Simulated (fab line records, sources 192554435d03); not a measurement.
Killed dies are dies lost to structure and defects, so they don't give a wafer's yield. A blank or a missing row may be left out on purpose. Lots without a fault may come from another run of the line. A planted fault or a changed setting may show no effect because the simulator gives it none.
fab line records | flow n5_finfet
record lots=7 wafers=19 last_day=18
route steps=1938 shown MOL_CONTACT_COAG@532 BEOL_M4@1111 PASSIVATION@1936
lots that met no fault: from a run of the same line without faults
start_h: hours from the record's first day to the start of the lot's first wafer shown | wait_h: hours since the lot's step before | " the same as in the row above | L1.1+2: a row that stands for several wafers | - no value, or no start given | * or withheld: withheld | < > ~ a bound
route shown NAME@n: a module of which the file shows steps, and the number in the route of the first | usual: mean/standard deviation of fault-free wafers | same: alike in all rows | chamber/n: place in a boat | sites: the reading at each site | _std_site: their standard deviation | _edge_site: outer sites' mean less inner sites' | radius_mm: how far each site lies from the wafer's centre | mask NAME#n: copy n | behind: the tool/chamber that last shaped the wafer | hold: why the lot was held/for how many hours/how that ended | device: the transistor (n, p or np) that didn't switch | end of line: the same wafers' tests at the end of the route | a step without rows: its recipe alone | killed: dies lost to structure and defects at the first sort, not the wafer's yield | map: a wafer's dies, x killed, . not, _ none there
set.NAME: the setting as run; set.NAME@STEP: as run at that earlier step | model.NAME: the simulator's own value behind a step, which no gauge read
lots at some steps of the route; a table a step, a row a wafer
services: from which hour (start_h, from the record's first day; less than 0 if before it) a tool's chamber was out of use, for how many hours, and why
## steps
# step N5_MOL_CONTACT_COAG_ETCH_106
# recipe chemistry=N2/H2 target=SOC target_depth_a=800 overetch_a=160 mask_material=SiARC temp_c=40 time_s=120 ion_energy_ev=200 pressure_mtorr=30 source_w=840 bias_w=150 n2_flow_sccm=200 h2_flow_sccm=200
# step N5_MOL_CONTACT_COAG_STRIP_107
# recipe chemistry=N2/H2 temp_c=40 n2_flow_sccm=200 h2_flow_sccm=200 rf_frequency_hz=6e+07
# step N5_MOL_CONTACT_COAG_STRIP_108
# recipe chemistry=N2/H2 temp_c=40 n2_flow_sccm=200 h2_flow_sccm=200 rf_frequency_hz=6e+07
# step N5_MOL_CONTACT_COAG_CONTACT_ETCH_14
# recipe chemistry=C4F6/O2 target=SiO2 target_depth_a=275 overetch_a=85 mask_material=SOC pressure_mtorr=30 source_w=370 bias_w=185 Ar_flow_sccm=300 C4F6_flow_sccm=16 O2_flow_sccm=10 time_s=20 ion_energy_ev=259.6
# usual bias_w=185.0/0.61 chamber_pressure_mTorr=30.001/0.027 drypump_motor_current_A=5.8/0.59 oes_product_au=0.66/0.061 rf_vpp_V=691.7/2.9 showerhead_plenum_p_Torr=2.84/0.078 throttle_valve_pct=21.20/0.19
# columns lot.wafer tool chamber start_h wait_h bias_w chamber_pressure_mTorr drypump_motor_current_A oes_product_au rf_hours_counter_h rf_vpp_V showerhead_plenum_p_Torr throttle_valve_pct
L938.1 rie_diel-01 2 91.40 0.0 183.4 30.031 6.7 0.68 136 693.1 2.88 21.09
L938.3 " 1 " " 184.4 30.042 5.3 0.66 143 692.9 2.86 21.39
L938.4 " 0 " " 184.6 29.981 6.2 0.59 227 688.6 2.74 21.10
L943.2 rie_diel-01 3 120.25 0.0 184.8 30.004 5.9 0.60 234 695.8 2.94 21.18
L943.3 " 0 " " 184.7 30.073 6.2 0.59 238 686.6 2.73 21.14
L943.6 " 1 " " 184.2 30.035 5.3 0.64 - 691.1 2.86 21.41
L950.2 rie_diel-01 2 160.93 0.0 186.1 30.027 6.7 0.65 160 693.1 2.87 21.10
L950.4 " 2 " " 185.1 30.018 6.7 0.65 - 691.7 2.87 21.12
L949.2 rie_diel-05 2 165.11 0.0 184.7 30.029 5.6 0.66 133 693.3 2.90 21.34
L949.6 " 3 " " 185.3 29.995 6.7 0.62 - 687.8 2.74 21.44
L951.1 rie_diel-06 1 167.78 0.0 185.2 29.994 5.8 0.58 249 695.0 2.93 21.19
L951.3 " 3 " " 185.1 29.956 4.8 0.66 129 688.6 2.78 21.15
L951.6 " 3 " " 184.7 30.007 4.8 0.66 - 690.4 2.78 21.17
L960.1 rie_diel-01 1 220.53 0.0 184.7 29.999 5.3 0.62 190 691.5 2.84 21.47
L960.4 " 0 " " 184.9 29.992 6.2 0.79 - 699.8 3.06 20.84
L960.6 " 2 " " 184.5 30.010 6.7 0.64 - 691.4 2.86 21.13
L961.2 rie_diel-06 3 231.11 0.0 184.4 30.001 4.8 0.64 155 688.5 2.76 21.19
L961.3 " 2 " " 183.8 29.947 5.3 0.69 83 691.1 2.78 20.91
L961.6 " 2 " " 184.8 30.002 5.3 0.69 - 689.9 2.78 20.92
# step N5_MOL_CONTACT_COAG_STRIP_109
# recipe chemistry=C4F6/O2 resist=SiARC rf_frequency_hz=6e+07
# step N5_MOL_CONTACT_COAG_ETCH_15
# recipe chemistry=CH3F/O2 target=SiNx target_depth_a=70 mask_material=SOC stop_on=Si:P over_etch_frac=0.75 ion_energy_ev=120 pressure_mtorr=30 source_w=395 bias_w=73 Ar_flow_sccm=150 CH3F_flow_sccm=30 O2_flow_sccm=20
# usual bias_w=73.03/0.23 chamber_pressure_mTorr=30.00/0.032 drypump_motor_current_A=5.8/0.59 oes_product_au=0.56/0.052 rf_vpp_V=295/4.6 showerhead_plenum_p_Torr=1.97/0.057 throttle_valve_pct=16.29/0.19
# columns lot.wafer tool chamber start_h wait_h bias_w chamber_pressure_mTorr drypump_motor_current_A oes_product_au rf_hours_counter_h rf_vpp_V showerhead_plenum_p_Torr throttle_valve_pct
L938.1 rie_diel-01 2 91.43 0.0 72.99 29.98 6.7 0.58 136 300 2.00 16.18
L938.3 " 1 " " 73.24 29.98 5.3 0.57 143 300 1.99 16.48
L938.4 " 0 " " 73.10 30.01 6.2 0.51 227 292 1.89 16.23
L943.2 rie_diel-01 3 120.29 0.0 73.09 30.01 5.9 0.51 234 293 2.05 16.36
L943.3 " 0 " " 72.71 29.98 6.2 0.51 238 293 1.89 16.23
L943.6 " 1 " " 72.73 29.97 5.3 0.55 - 299 1.98 16.51
L950.2 rie_diel-01 2 160.96 0.0 72.76 30.00 6.7 0.56 160 300 1.99 16.24
L950.4 " 2 " " 72.62 29.99 6.7 0.56 - 300 1.99 16.22
L949.2 rie_diel-05 2 165.14 0.0 73.08 29.99 5.6 0.57 133 298 2.02 16.34
L949.6 " 3 " " 72.89 30.00 6.7 0.54 - 288 1.90 16.50
L951.1 rie_diel-06 1 167.81 0.0 73.08 29.96 5.8 0.50 249 296 2.04 16.39
L951.3 " 3 " " 72.89 30.01 4.8 0.57 129 291 1.93 16.24
L951.6 " 3 " " 73.20 29.99 4.8 0.56 - 291 1.93 16.24
L960.1 rie_diel-01 1 220.57 0.0 73.12 30.00 5.3 0.53 190 299 1.97 16.56
L960.4 " 0 " " 72.81 30.01 6.2 0.68 - 296 2.13 15.86
L960.6 " 2 " " 73.06 29.97 6.7 0.55 - 300 1.98 16.26
L961.2 rie_diel-06 3 231.14 0.0 72.67 29.99 4.8 0.55 155 290 1.92 16.29
L961.3 " 2 " " 72.50 30.00 5.3 0.60 83 299 1.93 16.01
L961.6 " 2 " " 73.29 30.00 5.3 0.59 - 301 1.93 16.01
# step N5_MOL_CONTACT_COAG_ETCH_110
# recipe chemistry=CF4/O2 target=Si target_depth_a=25 time_s=8 pressure_mtorr=100 source_w=200 bias_w=12 ion_energy_ev=60 Ar_flow_sccm=100 cf4_flow_sccm=100 O2_flow_sccm=10
# usual bias_w=12.00/0.033 chamber_pressure_mTorr=99.99/0.081 drypump_motor_current_A=5.8/0.59 oes_product_au=0.77/0.075 rf_vpp_V=126.4/2.3 showerhead_plenum_p_Torr=2.20/0.061 throttle_valve_pct=10.75/0.23
# columns lot.wafer tool chamber start_h wait_h bias_w chamber_pressure_mTorr drypump_motor_current_A oes_product_au rf_hours_counter_h rf_vpp_V showerhead_plenum_p_Torr throttle_valve_pct
L938.1 rie_diel-01 2 91.49 0.0 12.00 99.93 6.7 0.78 136 127.9 2.24 10.70
L938.3 " 1 " " 11.94 100.12 5.3 0.75 143 127.9 2.21 10.92
L938.4 " 0 " " 12.02 100.00 6.2 0.70 227 124.2 2.11 10.79
L943.2 rie_diel-01 3 120.35 0.0 11.95 100.10 5.9 0.70 234 124.2 2.27 10.95
L943.3 " 0 " " 12.00 99.95 6.2 0.69 238 125.4 2.11 10.81
L943.6 " 1 " " 11.97 100.09 5.3 0.75 - 129.5 2.21 10.95
L950.2 rie_diel-01 2 161.02 0.0 11.99 100.11 6.7 0.76 160 128.9 2.23 10.75
L950.4 " 2 " " 12.02 100.06 6.7 0.76 - 128.1 2.23 10.75
L949.2 rie_diel-05 2 165.20 0.0 12.02 99.87 5.6 0.77 133 127.1 2.24 10.75
L949.6 " 3 " " 12.04 100.01 6.7 0.72 - 123.4 2.12 10.98
L951.1 rie_diel-06 1 167.87 0.0 12.02 99.97 5.8 0.64 249 127.4 2.27 10.98
L951.3 " 3 " " 12.01 99.92 4.8 0.78 129 123.5 2.14 10.64
L951.6 " 3 " " 11.99 99.93 4.8 0.78 - 123.6 2.14 10.64
L960.1 rie_diel-01 1 220.63 0.0 12.02 99.95 5.3 0.73 190 129.4 2.20 11.04
L960.4 " 0 " " 12.01 100.09 6.2 0.94 - 126.4 2.35 10.20
L960.6 " 2 " " 11.95 99.96 6.7 0.74 - 126.9 2.22 10.82
L961.2 rie_diel-06 3 231.20 0.0 12.06 100.06 4.8 0.75 155 124.3 2.13 10.72
L961.3 " 2 " " 12.06 100.09 5.3 0.81 83 129.9 2.15 10.43
L961.6 " 2 " " 11.99 99.98 5.3 0.82 - 129.9 2.15 10.44
# step N5_MOL_CONTACT_COAG_STRIP_98
# recipe chemistry=N2/H2 power_w=500 temp_c=40 pressure_mtorr=50 rf_frequency_hz=6e+07 overash_fraction=0.3 bias_power_w=8 h2_frac=0.5 n2_flow_sccm=300 h2_flow_sccm=300
# usual chamber_pressure_mTorr=50.01/0.082 drypump_motor_current_A=5.8/0.6 oes_product_au=0.77/0.077 power_w=499.9/1.5 rf_vpp_V=54.2/1.6 showerhead_plenum_p_Torr=3.33/0.096 throttle_valve_pct=18.96/0.24
# columns lot.wafer tool chamber start_h wait_h chamber_pressure_mTorr drypump_motor_current_A oes_product_au power_w rf_hours_counter_h rf_vpp_V showerhead_plenum_p_Torr throttle_valve_pct
L938.1 rie_diel-01 2 91.54 0.0 50.17 6.7 0.79 497.5 136 52.7 3.38 18.81
L938.3 " 1 " " 50.15 5.3 0.74 499.5 143 54.7 3.36 18.88
L938.4 " 0 " " 49.92 6.2 0.69 500.5 227 51.2 3.20 19.44
L943.2 rie_diel-01 3 120.40 0.0 49.99 5.9 0.70 501.7 234 53.7 3.44 18.68
L943.3 " 0 " " 49.93 6.2 0.69 502.5 238 56.1 3.19 19.50
L943.6 " 1 " " 49.93 5.3 0.73 500.6 - 57.4 3.35 18.91
L950.2 rie_diel-01 2 161.07 0.0 50.00 6.7 0.76 502.9 160 53.2 3.36 18.81
L950.4 " 2 " " 50.16 6.7 0.76 501.1 - 54.6 3.36 18.83
L949.2 rie_diel-05 2 165.25 0.0 49.93 5.6 0.78 497.9 133 54.3 3.35 18.77
L949.6 " 3 " " 50.12 6.8 0.73 499.8 - 52.3 3.19 19.19
L951.1 rie_diel-06 1 167.92 0.0 49.90 5.8 0.66 498.5 249 52.4 3.45 19.27
L951.3 " 3 " " 50.12 4.9 0.78 498.8 129 53.8 3.25 19.12
L951.6 " 3 " " 49.95 4.8 0.77 501.2 - 55.7 3.25 19.11
L960.1 rie_diel-01 1 220.68 0.0 50.00 5.3 0.71 499.6 190 54.3 3.33 18.97
L960.4 " 0 " " 50.09 6.2 0.95 499.6 - 54.8 3.58 19.13
L960.6 " 2 " " 50.01 6.7 0.76 501.4 - 53.9 3.35 18.87
L961.2 rie_diel-06 3 231.25 0.0 50.14 4.8 0.75 498.2 155 53.5 3.24 19.14
L961.3 " 2 " " 50.00 5.3 0.82 501.6 83 56.8 3.26 18.66
L961.6 " 2 " " 50.03 5.3 0.81 502.1 - 56.3 3.26 18.66
# step N5_MOL_CONTACT_COAG_CD_MEAS_99
# recipe target_cd_nm=17.2 polarity=opening
# usual cd_nm=17.1/0.37
# columns lot.wafer tool chamber start_h wait_h cd_nm
L938.1 cd_sem-01 - 91.61 - 17.1
L938.3 " - " " 16.5
L938.4 " - " " 16.9
L943.2 cd_sem-01 - 120.47 - 16.8
L943.3 " - " " 17.7
L943.6 " - " " 16.6
L950.2 cd_sem-01 - 161.14 - 17.0
L950.4 " - " " 17.1
L949.2 cd_sem-03 - 165.32 - 17.0
L949.6 " - " " 16.7
L951.1 cd_sem-03 - 167.99 - 16.8
L951.3 " - " " 16.6
L951.6 " - " " 16.5
L960.1 cd_sem-01 - 220.75 - 17.0
L960.4 " - " " 17.2
L960.6 " - " " 17.5
L961.2 cd_sem-03 - 231.32 - 17.6
L961.3 " - " " 17.5
L961.6 " - " " 17.7
# step N5_MOL_CONTACT_COAG_IMPLANT_129
# recipe species=Ge energy_kev=3 dose_cm2=6e+14 tilt_deg=0 rotation_deg=0
# step N5_MOL_CONTACT_COAG_PRECLEAN_111
# recipe chemistry=NF3:NH3 afs_cycles=1 temp_c=30 time_s=20 sublimation_temp_c=180 sublimation_time_s=60 pressure_torr=3 rf_power_w=30
# step N5_MOL_CONTACT_COAG_TI_SIL_19
# recipe material=Ti target_thk_a=42 temp_c=200 chamber_pressure_pa=5 power_w=5000 time_s=15
# usual throttle_valve_pct=30.0/0.86
# columns lot.wafer tool chamber start_h wait_h throttle_valve_pct
L938.1 pvd_sputter-01 - 93.08 0.2 30.2
L938.3 " - " " 29.6
L938.4 " - " " 28.3
L943.2 pvd_sputter-03 - 122.14 1.3 30.9
L943.3 " - " " 30.4
L943.6 " - " " 30.9
L950.2 pvd_sputter-03 - 161.67 0.2 31.0
L950.4 " - " " 30.9
L949.2 pvd_sputter-02 - 166.90 0.5 30.8
L949.6 " - " " 30.0
L951.1 pvd_sputter-02 - 170.34 0.5 28.8
L951.3 " - " " 30.6
L951.6 " - " " 30.6
L960.1 pvd_sputter-02 - 221.47 0.3 29.8
L960.4 " - " " 30.7
L960.6 " - " " 30.0
L961.2 pvd_sputter-03 - 231.98 0.2 30.6
L961.3 " - " " 30.9
L961.6 " - " " 30.5
# step N5_MOL_CONTACT_COAG_ALD_20
# recipe material=TiN target_thk_a=15 temp_c=400 ald_precursor_family=TiCl4 ald_co_reactant=NH3 pulse_time_s=1 purge_time_s=3 co_reactant_purge_time_s=2 co_reactant_pulse_time_s=2 ald_cycles=68 pressure_torr=3
# usual ald_cycles=68/0 heater_power_w=843/71 precursor_pulse_height_rel=0.999/0.019
# columns lot.wafer tool chamber start_h wait_h ald_cycles heater_power_w precursor_pulse_height_rel
L938.1 ald_metal-02 3 93.20 0.1 68 823 0.998
L938.3 " 1 " " 68 905 1.006
L938.4 " 2 " " 68 880 0.970
L943.2 ald_metal-02 0 122.26 0.1 68 803 1.039
L943.3 " 1 " " 68 910 1.012
L943.6 " 2 " " 68 873 1.019
L950.2 ald_metal-02 3 161.85 0.1 66 799 0.976
L950.4 " 0 " " 68 785 0.978
L949.2 ald_metal-02 3 167.02 0.1 66 830 1.010
L949.6 " 2 " " 66 895 0.994
L951.1 ald_metal-02 2 170.46 0.1 68 874 0.980
L951.3 " 3 " " 68 821 1.005
L951.6 " 3 " " 66 819 1.014
L960.1 ald_metal-04 0 221.59 0.1 68 923 0.979
L960.4 " 1 " " 68 805 1.030
L960.6 " 2 " " 68 842 0.994
L961.2 ald_metal-04 2 232.10 0.1 68 873 0.994
L961.3 " 1 " " 68 817 0.994
L961.6 " 0 " " 68 948 0.995
# step N5_MOL_CONTACT_COAG_SIL_ANNEAL_21
# recipe temp_c=550 time_s=60 ambient=N2
# step N5_BEOL_M4_RC_MEAS_101
# usual DIBL_N=36.5/2 DIBL_P=36.5/2.3 IOFF_N=0.16/0.036 IOFF_P=0.21/0.037 ION_N=672/12 ION_P=459/7.1 SS_N=71.6/0.73 SS_P=73.4/0.76 VT_N=250/3.3 VT_P=-250.5/2.9
# columns lot.wafer tool chamber start_h wait_h DIBL_N[mV/V] DIBL_P[mV/V] IOFF_N[nA/um] IOFF_P[nA/um] ION_N[uA/um] ION_P[uA/um] SS_N[mV/dec] SS_P[mV/dec] VT_N[mV] VT_P[mV]
L938.1 prober-02 0 182.83 0.0 35.1 37.7 0.16 0.20 665 452 71.8 73.7 248 -250.1
L938.3 " 0 " " 33.9 36.1 0.14 0.18 664 460 71.1 72.6 253 -250.9
L938.4 " 0 " " 35.2 38.1 0.16 0.21 676 458 71.1 73.9 250 -250.3
L943.2 prober-01 0 195.08 0.2 33.8 33.6 0.12 0.17 663 459 70.6 72.7 254 -252.6
L943.3 " 0 " " 33.8 33.8 0.13 0.18 676 461 70.0 73.0 251 -252.3
L943.6 " 0 " " 34.6 33.9 0.13 0.17 670 459 70.1 73.0 255 -252.6
L950.2 prober-01 0 257.31 0.2 38.4 36.6 0.20 0.25 697 465 72.4 73.6 245 -247.6
L950.4 " 0 " " 38.3 37.6 0.20 0.28 693 470 72.4 74.3 246 -246.7
L951.1 prober-01 0 259.25 0.0 38.0 39.0 0.22 0.24 690 463 72.4 74.0 246 -248.6
L951.3 " 0 " " 35.1 36.7 0.16 0.21 676 462 71.2 73.1 249 -248.9
L951.6 " 0 " " 37.5 37.8 0.18 0.23 654 450 72.8 73.5 251 -250.7
L949.2 prober-02 0 260.28 0.2 35.5 34.8 0.14 0.19 663 462 70.7 73.2 252 -251.4
L949.6 " 0 " " 36.1 35.6 0.15 0.21 667 464 71.2 72.3 250 -248.3
L960.1 prober-01 0 309.25 0.0 37.3 40.0 0.21 0.28 689 471 71.6 74.9 245 -244.4
L960.4 " 0 " " 38.8 39.3 0.26 0.27 668 460 73.0 74.5 246 -246.3
L960.6 " 0 " " 36.9 38.2 0.20 0.26 683 466 71.9 73.5 247 -247.0
L961.2 prober-01 0 332.22 0.2 41.1 42.9 0.27 0.25 704 461 72.7 75.0 245 -252.2
L961.3 " 0 " " 35.5 37.8 0.14 0.19 664 454 71.2 73.7 253 -253.2
L961.6 " 0 " " 36.7 38.2 0.16 0.19 677 455 71.6 74.5 251 -254.5
# step N5_PASSIVATION_PROBE_49
# usual defect_limited_yield=91.4/1.4 killed_at_M0_to_M3=33/11 killed_at_M4_up=13/5.3 killed_at_contacts=13/6.1 killed_at_front_end=40/11 killed_at_other=2.9/2.7 killed_dies=102/17 killed_open=68/13 killed_short=32/7.5 sort_bin_4_leakage=0.00/0.022 sort_bin_5_function=5.1/0.98 sort_bin_6_memory=3.2/0.69 sort_n_pass=1077/21 sort_yield_pct=91.3/1.7
# same gross_dies=1180 killed_at_back_side=0 sort_bin_8_speed[%]=0
# columns lot.wafer tool chamber start_h wait_h defect_limited_yield[%] killed_at_M0_to_M3 killed_at_M4_up killed_at_contacts killed_at_front_end killed_at_other killed_dies killed_open killed_short sort_bin_4_leakage[%] sort_bin_5_function[%] sort_bin_6_memory[%] sort_n_pass sort_yield_pct[%]
L938.1 prober-01 - 296.79 0.0 92.5 32 12 9 33 2 88 49 38 0 4.4 2.9 1092 92.5
L938.3 prober-01 - 296.89 0.1 91.3 33 6 14 49 1 103 64 35 0 5.2 3.0 1077 91.3
L938.4 prober-01 - 296.94 0.2 91.9 29 14 15 37 1 96 65 30 0 5.5 2.3 1084 91.9
L943.2 prober-02 - 316.22 0.1 88.2 32 14 18 73 2 139 101 37 0 7.2 4.3 1041 88.2
L943.3 prober-02 - 316.27 0.1 91.0 25 12 10 51 8 106 68 37 0 5.5 3.1 1074 91.0
L943.6 prober-02 - 316.42 0.3 89.0 55 6 12 55 2 130 97 33 0 6.8 4.2 1050 89.0
L950.2 prober-02 - 372.38 0.1 91.4 34 15 5 45 2 101 69 29 0 4.8 3.5 1079 91.4
L950.4 prober-02 - 372.48 0.2 90.8 42 14 4 40 9 109 77 30 0 5.9 2.9 1071 90.8
L951.1 prober-01 - 373.92 0.0 92.7 19 12 12 43 0 86 64 21 0 3.8 3.1 1094 92.7
L951.3 prober-01 - 374.02 0.1 90.9 35 19 13 34 6 107 81 23 0 5.5 3.4 1073 90.9
L951.6 prober-01 - 374.17 0.3 91.4 23 22 9 45 2 101 68 33 0 4.6 3.6 1079 91.4
L949.2 prober-02 - 390.33 0.1 92.6 33 5 10 36 3 87 57 25 0 3.7 3.2 1093 92.6
L949.6 prober-02 - 390.53 0.3 89.7 59 4 17 40 2 122 70 48 0 5.4 4.7 1058 89.7
L960.1 prober-02 - 419.58 0.0 91.0 13 24 9 51 9 106 76 29 0 5.6 3.1 1074 91.0
L960.4 prober-02 - 419.73 0.2 91.1 24 21 11 43 6 105 62 40 0 4.7 3.6 1075 91.1
L960.6 prober-02 - 419.83 0.3 90.9 29 22 9 43 4 107 76 29 0 5.8 3.1 1073 90.9
L961.2 prober-02 - 437.18 0.1 92.2 38 10 5 37 2 92 59 31 0.25 5.0 2.5 1085 91.9
L961.3 prober-02 - 437.23 0.1 93.6 23 5 1 46 0 75 54 21 0 3.6 2.2 1105 93.6
L961.6 prober-02 - 437.38 0.3 90.0 52 8 7 50 1 118 70 48 0 6.2 3.6 1062 90.0
# killed by level:class
L938.1 BEOL_M0_SAQP:geometric_particle:short=14 FIN_SAQP:geometric_particle:short=10 BEOL_M2:geometric_particle:open=10 MOL_CONTACT_COAG:geometric_particle:open=7 FIN_SAQP:geometric_particle:open=6 BEOL_M4:geometric_particle:open=5 DUMMY_GATE:geometric_particle:open=4 GATE_CUT:geometric_particle:short=4
L938.3 FIN_SAQP:geometric_particle:short=16 FIN_SAQP:geometric_particle:open=16 MOL_CONTACT_COAG:geometric_particle:open=13 BEOL_M3:geometric_particle:open=7 BEOL_M2:geometric_particle:open=5 BEOL_M3:geometric_particle:short=4 BEOL_M0_SAQP:geometric_particle:open=4 BEOL_M0:geometric_particle:open=4
L938.4 MOL_CONTACT_COAG:geometric_particle:open=13 FIN_SAQP:geometric_particle:open=10 FIN_SAQP:geometric_particle:short=8 BEOL_M2:geometric_particle:open=8 BEOL_M0_SAQP:geometric_particle:short=7 BEOL_M4:geometric_particle:open=5 GATE_CUT:geometric_particle:open=4 BEOL_M0_SAQP:geometric_particle:open=4
L943.2 FIN_SAQP:geometric_particle:open=27 STI_FIN_REVEAL:geometric_particle:open=17 MOL_CONTACT_COAG:geometric_particle:open=15 FIN_SAQP:geometric_particle:short=10 BEOL_M2:geometric_particle:open=9 BEOL_M3:geometric_particle:open=7 DUMMY_GATE:geometric_particle:open=5 BEOL_M0_SAQP:geometric_particle:short=5
L943.3 FIN_SAQP:geometric_particle:open=22 BEOL_M0_SAQP:geometric_particle:open=9 STI_FIN_REVEAL:geometric_particle:open=7 FIN_SAQP:geometric_particle:short=6 BEOL_M0_SAQP:geometric_particle:short=6 MOL_CONTACT_COAG:geometric_particle:open=5 MOL_CONTACT_COAG:geometric_particle:short=5 BEOL_M4:geometric_particle:short=4
L943.6 STI_FIN_REVEAL:geometric_particle:open=18 BEOL_M2:geometric_particle:open=16 BEOL_M0_SAQP:geometric_particle:open=14 MOL_CONTACT_COAG:geometric_particle:open=11 GATE_CUT:geometric_particle:short=7 BEOL_M2:geometric_particle:short=7 BEOL_M3:geometric_particle:open=7 FIN_SAQP:geometric_particle:open=6
L950.2 FIN_SAQP:geometric_particle:open=14 BEOL_M3:geometric_particle:open=8 FIN_SAQP:geometric_particle:short=7 STI_FIN_REVEAL:geometric_particle:open=7 BEOL_M0_SAQP:geometric_particle:short=7 BEOL_M0_SAQP:geometric_particle:open=6 BEOL_M1:geometric_particle:open=6 MOL_CONTACT_COAG:geometric_particle:open=4
L950.4 BEOL_M3:geometric_particle:open=15 STI_FIN_REVEAL:geometric_particle:open=10 FIN_SAQP:geometric_particle:open=8 BEOL_M2:geometric_particle:open=8 BEOL_M0_SAQP:geometric_particle:short=7 BEOL_M0_SAQP:geometric_particle:open=6 BEOL_M4:geometric_particle:open=5 STARTING-WAFER:geometric_particle:open=5
L951.1 MOL_CONTACT_COAG:geometric_particle:open=11 FIN_SAQP:geometric_particle:open=10 ILD0:geometric_particle:open=10 BEOL_M3:geometric_particle:open=7 STI_FIN_REVEAL:geometric_particle:open=6 FIN_SAQP:geometric_particle:short=5 BEOL_M0_SAQP:geometric_particle:short=5 DUMMY_GATE:geometric_particle:open=4
L951.3 FIN_SAQP:geometric_particle:open=15 BEOL_M3:geometric_particle:open=12 MOL_CONTACT_COAG:geometric_particle:open=12 BEOL_M4:geometric_particle:open=8 BEOL_M2:geometric_particle:open=6 FIN_SAQP:geometric_particle:short=4 BEOL_M0_SAQP:geometric_particle:open=4 BEOL_M1:geometric_particle:open=4
L951.6 FIN_SAQP:geometric_particle:open=17 FIN_SAQP:geometric_particle:short=8 MOL_CONTACT_COAG:geometric_particle:open=8 BEOL_M4:geometric_particle:open=7 BEOL_M2:geometric_particle:open=6 BEOL_M0_SAQP:geometric_particle:open=5 BEOL_M3:geometric_particle:open=5 GATE_CUT:geometric_particle:short=4
L949.2 BEOL_M0_SAQP:geometric_particle:open=13 FIN_SAQP:geometric_particle:open=9 MOL_CONTACT_COAG:geometric_particle:open=8 BEOL_M0_SAQP:geometric_particle:short=7 FIN_SAQP:geometric_particle:short=5 GATE_CUT:geometric_particle:open=5 BEOL_M1:geometric_particle:open=5 GATE_CUT:geometric_particle:short=4
L949.6 BEOL_M0_SAQP:geometric_particle:open=17 BEOL_M0_SAQP:geometric_particle:short=14 MOL_CONTACT_COAG:geometric_particle:open=9 GATE_CUT:geometric_particle:short=8 FIN_SAQP:geometric_particle:open=7 MOL_CONTACT_COAG:geometric_particle:short=7 BEOL_M1:geometric_particle:open=6 BEOL_M2:geometric_particle:open=6
L960.1 STI_FIN_REVEAL:geometric_particle:open=15 BEOL_M4:geometric_particle:open=14 FIN_SAQP:geometric_particle:open=13 FIN_SAQP:geometric_particle:short=10 MOL_CONTACT_COAG:geometric_particle:open=7 STARTING-WAFER:geometric_particle:open=5 BEOL_M0:geometric_particle:open=4 BEOL_M3:geometric_particle:open=4
L960.4 FIN_SAQP:geometric_particle:open=10 FIN_SAQP:geometric_particle:short=10 GATE_CUT:geometric_particle:short=8 BEOL_M0_SAQP:geometric_particle:open=7 MOL_CONTACT_COAG:geometric_particle:short=6 BEOL_M0:geometric_particle:open=6 BEOL_M4:geometric_particle:open=6 MOL_CONTACT_COAG:geometric_particle:open=5
L960.6 FIN_SAQP:geometric_particle:open=12 FIN_SAQP:geometric_particle:short=10 BEOL_M4:geometric_particle:open=10 MOL_CONTACT_COAG:geometric_particle:open=8 BEOL_M1:geometric_particle:open=7 BEOL_M0:geometric_particle:open=6 GATE_CUT:geometric_particle:short=5 STI_FIN_REVEAL:geometric_particle:open=5
L961.2 BEOL_M0_SAQP:geometric_particle:short=10 BEOL_M1:geometric_particle:open=9 STI_FIN_REVEAL:geometric_particle:open=7 STARTING-WAFER:geometric_particle:open=7 BEOL_M3:geometric_particle:open=7 FIN_SAQP:geometric_particle:short=5 MOL_CONTACT_COAG:geometric_particle:open=5 BEOL_M2:geometric_particle:open=5
L961.3 BEOL_M3:geometric_particle:open=11 DUMMY_GATE:geometric_particle:open=10 FIN_SAQP:geometric_particle:short=9 STI_FIN_REVEAL:geometric_particle:open=9 GATE_CUT:geometric_particle:open=6 BEOL_M0_SAQP:geometric_particle:short=4 STARTING-WAFER:geometric_particle:open=4 FIN_SAQP:geometric_particle:open=3
L961.6 BEOL_M0_SAQP:geometric_particle:short=15 STI_FIN_REVEAL:geometric_particle:open=12 BEOL_M0_SAQP:geometric_particle:open=10 BEOL_M3:geometric_particle:open=10 GATE_CUT:geometric_particle:short=7 BEOL_M1:geometric_particle:open=7 FIN_SAQP:geometric_particle:short=6 MOL_CONTACT_COAG:geometric_particle:open=6
## services
# columns tool chamber start_h hours kind
rie_diel-06 1 78.17 4.5 repair
rie_diel-05 - 88.48 0.2 repair
rie_diel-05 2 106.14 16.1 repair
pvd_sputter-02 - 110.45 4.0 repair
pvd_sputter-02 - 115.23 1.6 repair
rie_diel-05 1 116.27 3.7 repair
ald_metal-04 - 121.19 1.0 repair
rie_diel-06 2 128.59 2.3 repair
rie_diel-01 0 153.21 - clean
rie_diel-01 0 153.21 - consumable_replace:focus_ring
rie_diel-01 0 153.21 - consumable_replace:showerhead
rie_diel-01 0 153.21 21.3 scheduled_down
rie_diel-01 0 153.21 21.3 vent_cycle
pvd_sputter-01 - 156.15 13.6 repair
rie_diel-05 0 156.68 4.6 repair
rie_diel-06 0 176.57 2.9 repair
rie_diel-01 3 183.44 7.2 repair
rie_diel-01 3 190.78 - clean
rie_diel-06 1 199.25 14.5 repair
rie_diel-06 - 209.18 0.3 repair
rie_diel-06 - 210.01 4.8 repair
rie_diel-06 1 216.20 8.8 repair
rie_diel-06 2 216.94 4.0 repair
rie_diel-06 0 227.20 14.4 repair
## key
first_sign step=N5_MOL_CONTACT_COAG_ALD_20 reading=ald_cycles direction=down sigmas=99+ usual=* struck=*
effect none on later readings
met_at N5_MOL_CONTACT_COAG_ALD_20
struck_wafers L949.2,L949.6,L950.2,L951.6
onset_between 122.26 161.85
fault kind=process_parameter_drift tool=ald_metal-02 chamber=- onset_h=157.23 steps=N5_MOL_CONTACT_COAG_ALD_20 channel=ald_cycles offset=* shape=step end_h=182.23 scope=struck_wafers_only acts_in=* stated=*
